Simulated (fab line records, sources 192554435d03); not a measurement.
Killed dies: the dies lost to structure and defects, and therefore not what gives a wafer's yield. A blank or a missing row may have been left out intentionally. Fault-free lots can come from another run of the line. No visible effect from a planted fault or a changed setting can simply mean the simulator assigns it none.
fab line records    flow n5Finfet    part 1 of 2: steps 1 to 3 of 6
record lots=23  wafers=69  lastDay=18
route steps=1938 shown MOL_CONTACT_COAG@526 BEOL_M0_SAQP@634
lots untouched by any fault: they come from a run of this same line in which no faults occurred
startH: start of the lot's first displayed wafer, in hours after the record's first day    waitH: hours since the lot's step before    " as in the row above    L1.1+2: several wafers, shown together as one row    - value missing, or start not given    * or withheld: withheld    < > ~ a bound
route shown NAME@n: NAME is a module with steps in the file, n the number in the route of the first one    usual: mean/standard deviation of fault-free wafers    same: alike in all rows    chamber/n: place in a boat    sites: each site's reading    _std_site: the values' standard deviation    _edge_site: the outer-site mean with the inner-site mean subtracted    radiusMm: how far each site lies from the wafer's centre    mask NAME#n: copy n    behind: the last tool/chamber to shape the wafer    hold: cause of the lot's hold/its duration in hours/its outcome    device: the n, p or np transistor that did not switch    end of line: tests of these same wafers at the route's end    a step without rows: its recipe alone    killed: not the wafer's yield, but the dies lost to structure and defects at the first sort    map: a wafer's dies, x killed, . not, _ none there
set.NAME: the setting the step ran with; set.NAME@STEP: the setting that earlier step ran with    model.NAME: the simulator's own value behind a step, which no gauge read
one table for each step of the route and one row for each wafer, over a sample of lots
services: a tool's chamber out of use, with start hour (startH, from the record's first day; less than 0 if before it), hours out, and reason
## steps
# step N5_MOL_CONTACT_COAG_CD_MEAS_08
# recipe targetCdNm=28  landingEnergyEv=500  detector=seInlens  polarity=opening
# usual cdNm=28.07/0.28
lot.wafer  tool      chamber  startH  waitH  cdNm
L075.1     cdSem-03  0        99.87   -      27.91
L075.2     "         0        "       "      28.21
L075.6     "         0        "       "      28.19
L074.3     cdSem-01  0        101.33  -      28.80
L074.5     "         0        "       "      28.77
L074.6     "         0        "       "      28.34
L076.4     cdSem-02  0        102.59  -      28.52
L076.5     "         0        "       "      28.29
L076.6     "         0        "       "      27.94
L077.2     cdSem-01  0        108.53  -      27.38
L077.5     "         0        "       "      27.98
L077.6     "         0        "       "      27.58
L078.3     cdSem-02  0        117.15  -      28.04
L078.4     "         0        "       "      28.30
L078.6     "         0        "       "      28.07
L079.2     cdSem-01  0        119.50  -      27.90
L079.3     "         0        "       "      28.31
L079.4     "         0        "       "      28.01
L080.2     cdSem-02  0        127.00  -      27.97
L080.5     "         0        "       "      28.29
L080.6     "         0        "       "      27.88
L081.1     cdSem-03  0        132.78  -      28.30
L081.4     "         0        "       "      28.07
L081.5     "         0        "       "      28.39
L082.1     cdSem-01  0        139.78  -      27.59
L082.3     "         0        "       "      27.89
L082.4     "         0        "       "      27.97
L083.3     cdSem-01  0        146.31  -      27.96
L083.5     "         0        "       "      27.70
L083.6     "         0        "       "      28.15
L084.2     cdSem-02  0        150.57  -      28.19
L084.3     "         0        "       "      27.71
L084.5     "         0        "       "      28.33
L085.2     cdSem-03  0        157.47  -      28.14
L085.3     "         0        "       "      28.15
L085.4     "         0        "       "      27.72
L086.1     cdSem-03  0        169.03  -      28.00
L086.5     "         0        "       "      28.21
L086.6     "         0        "       "      27.72
L088.1     cdSem-01  0        175.07  -      28.19
L088.5     "         0        "       "      28.28
L088.6     "         0        "       "      28.46
L089.2     cdSem-03  0        177.75  -      28.35
L089.5     "         0        "       "      28.21
L089.6     "         0        "       "      27.47
L090.1     cdSem-01  0        184.96  -      28.08
L090.3     "         0        "       "      27.90
L090.4     "         0        "       "      28.24
L091.1     cdSem-03  0        195.18  -      28.12
L091.2     "         0        "       "      28.11
L091.3     "         0        "       "      28.01
L092.1     cdSem-01  0        196.11  -      27.89
L092.4     "         0        "       "      27.86
L092.6     "         0        "       "      27.79
L093.1     cdSem-03  0        203.97  -      27.93
L093.2     "         0        "       "      27.77
L093.4     "         0        "       "      28.17
L094.1     cdSem-03  0        209.94  -      28.25
L094.5     "         0        "       "      28.17
L094.6     "         0        "       "      27.77
L095.3     cdSem-03  0        214.21  -      28.01
L095.5     "         0        "       "      28.25
L095.6     "         0        "       "      28.27
L096.1     cdSem-03  0        219.60  -      28.05
L096.2     "         0        "       "      27.74
L096.4     "         0        "       "      28.44
L097.2     cdSem-02  0        230.77  -      28.43
L097.3     "         0        "       "      28.52
L097.5     "         0        "       "      27.74
# step N5_MOL_CONTACT_COAG_ETCH_59
# recipe chemistry=N2/H2  target=underlayer  targetDepthA=130  maskMaterial=CAR-EUV  timeS=10.4  ionEnergyEv=200  pressureMtorr=30  sourceW=840  biasW=150  n2FlowSccm=200  h2FlowSccm=200  ends=cleared
# usual drypumpMotorCurrentA=5.7/0.42  etchRfOnTimeS=10.48/0.2  oesProductAu=0.68/0.082  rfVppV=523.7/2.5  showerheadPlenumPTorr=2.53/0.086  throttleValvePct=17.90/0.26
lot.wafer  tool        chamber  startH  waitH  drypumpMotorCurrentA  etchRfOnTimeS  oesProductAu  rfHoursCounterH  rfVppV  showerheadPlenumPTorr  throttleValvePct
L075.1     rieDiel-01  3        100.03  0.0    5.5                   10.36          0.64          167              523.0   2.52                   17.76
L075.2     "           2        "       "      5.8                   10.64          0.62          176              523.4   2.54                   17.93
L075.6     "           3        "       "      5.5                   10.35          0.63          -                524.5   2.52                   17.77
L074.3     rieDiel-06  3        101.48  0.0    5.5                   10.70          0.58          249              522.5   2.50                   18.46
L074.5     "           3        "       "      5.6                   10.74          0.57          -                522.9   2.50                   18.46
L074.6     "           0        "       "      6.5                   10.53          0.68          -                521.2   2.46                   17.75
L076.4     rieDiel-01  3        102.81  0.0    5.5                   10.32          0.63          -                524.4   2.52                   17.76
L076.5     "           0        "       "      5.6                   10.52          0.65          -                527.7   2.65                   17.95
L076.6     "           2        "       "      5.8                   10.55          0.61          -                524.2   2.54                   17.93
L077.2     rieDiel-01  1        108.69  0.0    5.3                   10.40          0.62          193              521.0   2.42                   18.36
L077.5     "           3        "       "      5.5                   10.56          0.63          -                523.5   2.52                   17.77
L077.6     "           2        "       "      5.8                   10.80          0.60          -                523.2   2.54                   17.93
L078.3     rieDiel-06  2        117.30  0.0    5.4                   10.58          0.58          232              526.0   2.61                   18.00
L078.4     "           0        "       "      6.5                   10.57          0.67          -                522.3   2.46                   17.76
L078.6     "           2        "       "      5.4                   10.57          0.59          -                526.9   2.61                   18.00
L079.2     rieDiel-03  3        119.65  0.0    6.6                   10.88          0.72          53               528.7   2.68                   17.46
L079.3     "           2        "       "      5.8                   10.57          0.59          251              519.5   2.39                   18.30
L079.4     "           3        "       "      6.6                   10.81          0.72          -                528.2   2.68                   17.48
L080.2     rieDiel-01  3        127.15  0.0    5.5                   10.53          0.63          177              524.3   2.52                   17.77
L080.5     "           2        "       "      5.8                   10.93          0.59          -                523.6   2.54                   17.95
L080.6     "           1        "       "      5.3                   10.50          0.60          -                520.4   2.42                   18.37
L081.1     rieDiel-01  1        132.94  0.0    5.3                   10.52          0.61          199              519.7   2.42                   18.37
L081.4     "           2        "       "      5.8                   10.79          0.60          187              522.8   2.54                   17.95
L081.5     "           1        "       "      5.3                   10.33          0.61          -                520.6   2.42                   18.37
L082.1     rieDiel-06  3        140.06  0.0    5.5                   10.26          0.82          5                521.9   2.50                   18.02
L082.3     "           0        "       "      6.5                   10.65          0.66          116              521.9   2.46                   17.79
L082.4     "           2        "       "      5.3                   10.53          0.59          -                526.3   2.60                   18.03
L083.3     rieDiel-03  1        146.46  0.0    5.7                   10.41          0.60          237              525.8   2.63                   18.39
L083.5     "           1        "       "      5.6                   10.40          0.59          -                524.4   2.64                   18.41
L083.6     "           0        "       "      5.3                   10.53          0.62          -                521.3   2.43                   17.86
L084.2     rieDiel-03  0        151.30  0.0    5.4                   10.49          0.62          172              522.5   2.42                   17.86
L084.3     "           3        "       "      6.6                   10.66          0.71          63               526.7   2.67                   17.48
L084.5     "           1        "       "      5.7                   10.23          0.60          -                524.3   2.63                   18.40
L085.2     rieDiel-06  3        157.63  0.0    5.5                   10.17          0.80          11               522.5   2.49                   18.04
L085.3     "           2        "       "      5.3                   10.50          0.59          247              527.1   2.60                   18.03
L085.4     "           1        "       "      5.5                   10.31          0.82          3                523.6   2.50                   17.47
L086.1     rieDiel-06  1        169.19  0.0    5.5                   10.27          0.81          7                522.8   2.50                   17.48
L086.5     "           1        "       "      5.5                   10.30          0.81          -                522.4   2.50                   17.48
L086.6     "           3        "       "      5.5                   10.20          0.79          -                522.7   2.49                   18.03
L088.1     rieDiel-06  1        175.24  0.0    5.5                   10.23          0.80          10               521.2   2.50                   17.48
L088.5     "           1        "       "      5.4                   10.25          0.80          -                521.8   2.50                   17.49
L088.6     "           3        "       "      5.6                   10.17          0.79          -                524.0   2.49                   18.04
L089.2     rieDiel-01  3        177.91  0.0    5.5                   10.52          0.61          194              524.5   2.51                   17.82
L089.5     "           2        "       "      5.8                   10.77          0.59          -                523.0   2.53                   17.98
L089.6     "           1        "       "      5.4                   10.35          0.61          -                520.9   2.41                   18.38
L090.1     rieDiel-01  0        185.12  0.0    5.5                   10.70          0.62          177              526.2   2.64                   17.99
L090.3     "           2        "       "      5.8                   10.81          0.59          205              523.3   2.53                   17.98
L090.4     "           1        "       "      5.3                   10.33          0.61          -                520.6   2.41                   18.39
L091.1     rieDiel-06  0        195.34  0.0    6.5                   10.57          0.65          137              520.5   2.45                   17.81
L091.2     "           1        "       "      5.5                   10.30          0.78          17               521.0   2.50                   17.50
L091.3     "           3        "       "      5.5                   10.26          0.76          25               522.9   2.49                   18.03
L092.1     rieDiel-06  1        196.27  0.0    5.5                   10.32          0.79          17               521.5   2.50                   17.51
L092.4     "           2        "       "      5.3                   10.32          0.83          2                526.4   2.60                   17.64
L092.6     "           0        "       "      6.5                   10.57          0.65          -                520.2   2.45                   17.81
L093.1     rieDiel-03  2        204.17  0.0    5.7                   10.45          0.77          21               529.9   2.70                   17.86
L093.2     "           0        "       "      5.3                   10.43          0.60          191              520.1   2.42                   17.88
L093.4     "           0        "       "      5.3                   10.43          0.61          -                521.3   2.42                   17.89
L094.1     rieDiel-06  1        210.15  0.0    5.5                   10.31          0.78          23               522.7   2.50                   17.50
L094.5     "           3        "       "      5.5                   10.31          0.76          -                521.4   2.48                   18.06
L094.6     "           2        "       "      5.4                   10.43          0.80          -                525.2   2.60                   17.65
L095.3     rieDiel-03  2        214.37  0.0    5.8                   10.42          0.77          26               527.9   2.70                   17.88
L095.5     "           0        "       "      5.3                   10.29          0.62          -                520.9   2.42                   17.88
L095.6     "           3        "       "      6.6                   10.76          0.68          -                527.9   2.66                   17.52
L096.1     rieDiel-06  3        219.76  0.0    5.5                   10.30          0.75          35               522.3   2.48                   18.07
L096.2     "           2        "       "      5.4                   10.29          0.80          10               525.0   2.59                   17.66
L096.4     "           1        "       "      5.4                   10.24          0.77          26               521.7   2.49                   17.49
L097.2     rieDiel-06  3        231.01  0.0    5.5                   10.25          0.76          39               522.6   2.48                   18.07
L097.3     "           2        "       "      5.3                   10.28          0.79          14               525.5   2.59                   17.66
L097.5     "           0        "       "      6.5                   10.60          0.65          -                522.6   2.45                   17.84
# step N5_MOL_CONTACT_COAG_ETCH_90
# recipe chemistry=CF4  target=SiARC  targetDepthA=130  maskMaterial=CAR-EUV  timeS=21.7  ionEnergyEv=80  pressureMtorr=40  sourceW=545  biasW=36  Ar_flow_sccm=100  cf4FlowSccm=100  ends=cleared
# usual drypumpMotorCurrentA=5.7/0.43  etchRfOnTimeS=21.9/0.4  oesProductAu=0.67/0.078  rfVppV=184.1/1.2  showerheadPlenumPTorr=2.13/0.07  throttleValvePct=15.65/0.28
lot.wafer  tool        chamber  startH  waitH  drypumpMotorCurrentA  etchRfOnTimeS  oesProductAu  rfHoursCounterH  rfVppV  showerheadPlenumPTorr  throttleValvePct
L075.1     rieDiel-03  1        112.00  0.0    5.7                   21.8           0.60          225              185.0   2.21                   15.99
L075.2     "           0        "       "      5.4                   22.3           0.62          160              183.9   2.06                   15.64
L075.6     "           0        "       "      5.3                   22.4           0.62          -                183.4   2.06                   15.63
L074.3     rieDiel-03  0        114.83  0.0    5.3                   22.2           0.63          160              184.3   2.06                   15.65
L074.5     "           3        "       "      6.6                   22.6           0.72          -                184.8   2.25                   15.32
L074.6     "           0        "       "      5.4                   22.2           0.63          -                183.6   2.06                   15.64
L076.4     rieDiel-06  0        115.32  0.0    6.5                   22.4           0.66          -                181.5   2.08                   15.62
L076.5     "           1        "       "      5.4                   21.8           0.59          -                184.7   2.09                   15.56
L076.6     "           2        "       "      5.3                   22.1           0.59          -                184.5   2.19                   15.72
L077.2     rieDiel-01  2        122.82  0.0    5.8                   22.0           0.60          183              183.5   2.13                   15.73
L077.5     "           0        "       "      5.5                   22.2           0.64          -                185.5   2.23                   15.63
L077.6     "           1        "       "      5.4                   21.3           0.62          -                181.6   2.05                   16.11
L078.3     rieDiel-03  3        130.90  0.0    6.6                   22.5           0.72          56               186.5   2.25                   15.34
L078.4     "           0        "       "      5.4                   22.3           0.63          -                183.0   2.06                   15.65
L078.6     "           1        "       "      5.7                   21.7           0.60          -                185.4   2.21                   16.02
L079.2     rieDiel-03  3        131.50  0.0    6.6                   22.3           0.72          56               185.3   2.25                   15.33
L079.3     "           1        "       "      5.7                   21.6           0.60          231              185.3   2.21                   16.01
L079.4     "           1        "       "      5.7                   21.7           0.60          -                185.5   2.21                   16.02
L080.2     rieDiel-01  3        139.44  0.0    5.5                   21.9           0.63          182              184.1   2.12                   15.54
L080.5     "           2        "       "      5.8                   22.4           0.60          -                184.4   2.13                   15.74
L080.6     "           1        "       "      5.3                   21.5           0.62          -                183.3   2.05                   16.11
L081.1     rieDiel-06  3        144.27  0.0    5.5                   21.3           0.82          6                184.8   2.11                   15.68
L081.4     "           0        "       "      6.5                   22.4           0.66          -                181.5   2.08                   15.65
L081.5     "           2        "       "      5.3                   22.2           0.58          -                183.5   2.19                   15.75
L082.1     rieDiel-01  2        150.24  0.0    5.8                   22.1           0.60          193              183.9   2.13                   15.76
L082.3     "           3        "       "      5.5                   21.7           0.62          186              184.0   2.11                   15.53
L082.4     "           1        "       "      5.3                   21.4           0.61          206              184.2   2.04                   16.13
L083.3     rieDiel-01  1        157.47  0.0    5.3                   21.4           0.61          208              181.5   2.04                   16.12
L083.5     "           2        "       "      5.8                   22.2           0.60          -                183.7   2.13                   15.75
L083.6     "           3        "       "      5.5                   21.7           0.63          -                184.3   2.11                   15.55
L084.2     rieDiel-06  2        162.48  0.0    5.4                   22.1           0.58          249              184.2   2.18                   15.76
L084.3     "           0        "       "      6.5                   22.6           0.65          124              182.4   2.07                   15.64
L084.5     "           0        "       "      6.5                   22.5           0.65          -                184.7   2.07                   15.64
L085.2     rieDiel-06  1        170.15  0.0    5.4                   21.6           0.80          7                183.3   2.09                   15.07
L085.3     "           3        "       "      5.5                   21.3           0.79          16               184.7   2.11                   15.72
L085.4     "           0        "       "      6.5                   22.4           0.65          -                185.0   2.07                   15.65
L086.1     rieDiel-03  1        180.12  0.0    5.7                   21.5           0.59          249              184.5   2.20                   16.04
L086.5     "           1        "       "      5.7                   21.4           0.59          -                185.6   2.20                   16.05
L086.6     "           3        "       "      6.6                   22.5           0.70          -                185.4   2.24                   15.36
L088.1     rieDiel-06  3        185.51  0.0    5.5                   21.5           0.77          23               183.4   2.10                   15.72
L088.5     "           1        "       "      5.4                   21.7           0.79          -                184.6   2.08                   15.10
L088.6     "           0        "       "      6.5                   22.5           0.65          -                182.1   2.07                   15.63
L089.2     rieDiel-01  2        189.06  0.0    5.8                   22.1           0.60          207              184.3   2.12                   15.80
L089.5     "           2        "       "      5.8                   22.3           0.60          -                183.7   2.12                   15.77
L089.6     "           1        "       "      5.3                   21.4           0.61          -                182.7   2.04                   16.16
L090.1     rieDiel-03  0        197.51  0.0    5.3                   21.5           0.62          189              184.8   2.05                   15.70
L090.3     "           3        "       "      6.6                   22.3           0.69          81               185.9   2.24                   15.40
L090.4     "           2        "       "      5.7                   21.8           0.78          -                184.3   2.28                   15.60
L091.1     rieDiel-01  0        208.47  0.0    5.5                   22.1           0.61          186              184.7   2.22                   15.69
L091.2     "           3        "       "      5.5                   21.8           0.62          204              183.6   2.11                   15.58
L091.3     "           2        "       "      5.8                   22.2           0.59          213              183.7   2.12                   15.80
L092.1     rieDiel-06  3        211.57  0.0    5.5                   21.4           0.76          32               183.3   2.10                   15.75
L092.4     "           3        "       "      5.6                   21.4           0.76          -                184.1   2.10                   15.74
L092.6     "           2        "       "      5.3                   21.4           0.81          -                185.2   2.18                   15.30
L093.1     rieDiel-06  1        215.57  0.0    5.5                   21.5           0.76          25               184.7   2.08                   15.10
L093.2     "           2        "       "      5.3                   21.4           0.81          9                184.7   2.18                   15.29
L093.4     "           3        "       "      5.5                   21.6           0.75          -                184.0   2.10                   15.73
L094.1     rieDiel-01  0        220.79  0.0    5.5                   22.1           0.62          190              185.6   2.22                   15.71
L094.5     "           3        "       "      5.5                   21.9           0.60          -                183.6   2.11                   15.60
L094.6     "           2        "       "      5.8                   22.2           0.59          -                183.1   2.12                   15.80
L095.3     rieDiel-01  3        224.18  0.0    5.5                   21.9           0.61          209              185.4   2.11                   15.60
L095.5     "           2        "       "      5.8                   22.5           0.58          -                183.1   2.12                   15.82
L095.6     "           1        "       "      5.3                   21.5           0.59          -                182.6   2.04                   16.18
L096.1     rieDiel-06  1        229.58  0.0    5.4                   21.5           0.76          29               184.6   2.08                   15.12
L096.2     "           3        "       "      5.5                   21.6           0.75          38               183.1   2.10                   15.74
L096.4     "           0        "       "      6.5                   22.4           0.64          143              182.8   2.07                   15.69
L097.2     rieDiel-03  0        241.00  0.0    5.4                   21.6           0.60          203              184.2   2.05                   15.73
L097.3     "           1        "       "      5.7                   20.8           0.85          7                185.5   2.20                   15.59
L097.5     "           3        "       "      6.6                   22.3           0.68          -                185.5   2.23                   15.42
